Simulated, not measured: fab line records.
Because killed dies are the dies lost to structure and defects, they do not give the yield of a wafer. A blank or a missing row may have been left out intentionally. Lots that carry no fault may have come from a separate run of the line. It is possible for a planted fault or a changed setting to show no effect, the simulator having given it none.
What tool caused it? + flow n5_finfet + Sampling: 10 lots, 30 wafers, 3 of 1938 route steps

WHAT THE GAUGES READ, wafer by wafer
N5_BEOL_M7_THK_MEAS_01.
| lot  | measured     | on            | M7_ILD_THK (nm)   |
|------|--------------|---------------|-------------------|
| L774 | day 13 05:41 | film_metro-01 | 154.7 159.1 156.9 |
| L780 | day 13 21:26 | film_metro-01 | 153.5 155.5 154.2 |
| L777 | day 13 23:43 | film_metro-01 | 156.4 158.0 157.4 |
| L779 | day 14 19:17 | film_metro-02 | 150.7 155.3 154.0 |
| L781 | day 15 00:39 | film_metro-02 | 153.0 209.8 157.3 |
| L788 | day 16 05:50 | film_metro-02 | 155.2 154.3 156.6 |
| L787 | day 16 17:12 | film_metro-01 | 153.4 209.0 154.6 |
| L789 | day 16 23:59 | film_metro-01 | 156.1 156.8 152.0 |
| L792 | day 17 04:01 | film_metro-01 | 151.1 154.1 155.8 |
| L794 | day 17 08:01 | film_metro-01 | 153.1 155.8 156.2 |

WHICH TOOL RAN EACH LOT (tool, then ch and the chambers of the sampled wafers, then the start)
| lot  | N5_BEOL_M6_STRIP_36                | N5_BEOL_M7_ILD_DEP_00           |
|------|------------------------------------|---------------------------------|
| L774 | rie_diel-04 ch 0,1, day 13 00:43   | pecvd-03 ch 0,1, day 13 04:23   |
| L780 | rie_diel-03 ch 0,2,3, day 13 17:32 | pecvd-01 ch 0,1,2, day 13 20:51 |
| L777 | rie_diel-03 ch 0,1, day 13 19:23   | pecvd-02 ch 0,1,2, day 13 22:41 |
| L779 | rie_diel-04 ch 0,1,3, day 14 15:55 | pecvd-01 ch 0,1, day 14 18:43   |
| L781 | rie_diel-01 ch 2,3, day 14 21:27   | pecvd-01 ch 0,1,2, day 15 00:04 |
| L788 | rie_diel-01 ch 0,2,3, day 15 15:12 | pecvd-02 ch 0,1,2, day 16 01:59 |
| L787 | rie_diel-04 ch 0,1,2, day 16 13:05 | pecvd-01 ch 0,1,2, day 16 16:02 |
| L789 | rie_diel-01 ch 2,3, day 16 20:25   | pecvd-02 ch 0,1,2, day 16 23:25 |
| L792 | rie_diel-03 ch 0,1,2, day 17 00:02 | pecvd-03 ch 0,2, day 17 02:58   |
| L794 | rie_diel-01 ch 1,2, day 17 04:01   | pecvd-02 ch 0,2, day 17 07:25   |
- N5_BEOL_M6_STRIP_36: strips in N2/H2.
- N5_BEOL_M7_ILD_DEP_00: deposits SiCOH lowk from DEMS/porogen, target thk 179.75 nm, time 33.4 s.

THE ANSWER, worked out from the rows above alone
Rule: the lots themselves supply what counts as usual. The widest of any qualifying gaps counts: lots, ordered by their means at a reading, are off when they make up no more than a third of the lots, leave a main group of 4 or more, and stand apart from it by 3 or more times the standard deviation of that group's means. A main group is skipped when, at the precision printed for the reading in the tables above, its means are all equal. A lot without any number at a reading at which 4 lots or more have one is off too. Any other lot the step has rows for is counted as sound.
Off: L781, L787, at N5_BEOL_M7_THK_MEAS_01 (M7_ILD_THK). The main group: mean 155.1 nm, standard deviation 1.3.
If a tool, at a process step before that reading, ran all the lots that are off and no sound lot after the first of them, it fits. Those tools and the gauges at N5_BEOL_M7_THK_MEAS_01 are tried in the same way. One fits: pecvd-01 at N5_BEOL_M7_ILD_DEP_00. A fault onset in the window from L779 (day 14 18:43, its last sound lot) to L781 (day 15 00:04, its first lot off) fits.

WHAT THE SIMULATOR PUT IN
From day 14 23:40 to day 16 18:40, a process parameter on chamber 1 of pecvd-01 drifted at N5_BEOL_M7_ILD_DEP_00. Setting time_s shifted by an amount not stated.
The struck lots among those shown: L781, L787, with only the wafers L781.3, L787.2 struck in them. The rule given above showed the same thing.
